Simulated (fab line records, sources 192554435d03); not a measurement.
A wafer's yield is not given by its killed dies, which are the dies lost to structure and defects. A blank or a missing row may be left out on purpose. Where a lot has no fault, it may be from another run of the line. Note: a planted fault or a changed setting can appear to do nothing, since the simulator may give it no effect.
Which tool did it? | flow n5-finfet | Sampling: 8 lots, 24 wafers, 5 of 1938 route steps

WHAT THE GAUGES READ, wafer by wafer
N5_BEOL_M4_RC_MEAS_101.
lot  | measured     | on        | DIBL_N (mV/V)
L739 | day 8 21:05  | prober-01 | 38.3 37.2 35.4
L740 | day 9 14:45  | prober-02 | 31.4 36.5 35.3
L748 | day 11 09:40 | prober-02 | 35.0 33.4 32.7
L752 | day 12 02:02 | prober-01 | 36.6 40.7 37.0
L753 | day 12 21:01 | prober-01 | 40.7 42.5 36.0
L754 | day 12 22:44 | prober-02 | 34.7 37.8 34.3
L757 | day 14 04:37 | prober-02 | 36.8 37.1 37.0
L759 | day 14 07:26 | prober-01 | 28.6 32.5 32.1

WHICH TOOL RAN EACH LOT (tool, then ch and the chambers of the sampled wafers, then the start)
lot  | N5_HKMG_FIN_PWFM_ALD_03            | N5_HKMG_FIN_ETCH_31               | N5_HKMG_FIN_STRIP_34              | N5_HKMG_FIN_STRIP_92
L739 | ald-metal-02 ch 0,1,2, day 4 19:41 | rie-diel-04 ch 1,2, day 4 20:46   | rie-diel-04 ch 1,2, day 4 21:01   | rie-diel-04 ch 1,2, day 4 21:10
L740 | ald-metal-03 ch 0,1,3, day 5 04:38 | rie-diel-06 ch 0,2,3, day 5 05:36 | rie-diel-06 ch 0,2,3, day 5 05:50 | rie-diel-06 ch 0,2,3, day 5 06:01
L748 | ald-metal-04 ch 0,1, day 7 00:47   | rie-diel-06 ch 1,2,3, day 7 02:07 | rie-diel-06 ch 1,2,3, day 7 02:22 | rie-diel-06 ch 1,2,3, day 7 02:32
L752 | ald-metal-02 ch 0,1,2, day 8 01:15 | rie-diel-01 ch 0,2,3, day 8 02:13 | rie-diel-01 ch 0,2,3, day 8 02:27 | rie-diel-01 ch 0,2,3, day 8 02:37
L753 | ald-metal-04 ch 1,2,3, day 8 08:01 | rie-diel-01 ch 0,2,3, day 8 08:58 | rie-diel-01 ch 0,2,3, day 8 09:13 | rie-diel-01 ch 0,2,3, day 8 09:23
L754 | ald-metal-04 ch 1,2, day 8 14:31   | rie-diel-04 ch 0,1,2, day 8 15:29 | rie-diel-04 ch 0,1,2, day 8 15:44 | rie-diel-04 ch 0,1,2, day 8 15:54
L757 | ald-metal-04 ch 1,2,3, day 9 14:03 | rie-diel-01 ch 0,1,2, day 9 15:04 | rie-diel-01 ch 0,1,2, day 9 15:19 | rie-diel-01 ch 0,1,2, day 9 15:29
L759 | ald-metal-03 ch 1,2,3, day 9 19:42 | rie-diel-04 ch 0,2,3, day 9 20:32 | rie-diel-04 ch 0,2,3, day 9 20:47 | rie-diel-04 ch 0,2,3, day 9 20:57
- N5_HKMG_FIN_PWFM_ALD_03: deposits TiN, target thk 2 nm, pulse time 1 s, purge time 3 s.
- N5_HKMG_FIN_ETCH_31: etches SiARC in CF4, target depth 45.5 nm, time 75.8 s.
- N5_HKMG_FIN_STRIP_34: strips in CF4.
- N5_HKMG_FIN_STRIP_92: strips SOC in N2/H2, time 20 s.

THE ANSWER, worked out from the rows above alone
Rule: usual is defined by the lots themselves. Put in order of their means at a reading, lots are off if they are a third of the lots or fewer, leave a main group of 4 or more, and stand apart from it by a gap of 3 or more times the standard deviation of the main group's means; of several such gaps the widest counts. Not used: any main group whose means are identical at the precision the tables above print for the reading. A lot without any number at a reading at which 4 lots or more have one is off too. Any other lot the step has rows for is counted as sound.
No lot is off on any of the readings shown, so nothing can be concluded from this.

WHAT THE SIMULATOR HAD PUT IN
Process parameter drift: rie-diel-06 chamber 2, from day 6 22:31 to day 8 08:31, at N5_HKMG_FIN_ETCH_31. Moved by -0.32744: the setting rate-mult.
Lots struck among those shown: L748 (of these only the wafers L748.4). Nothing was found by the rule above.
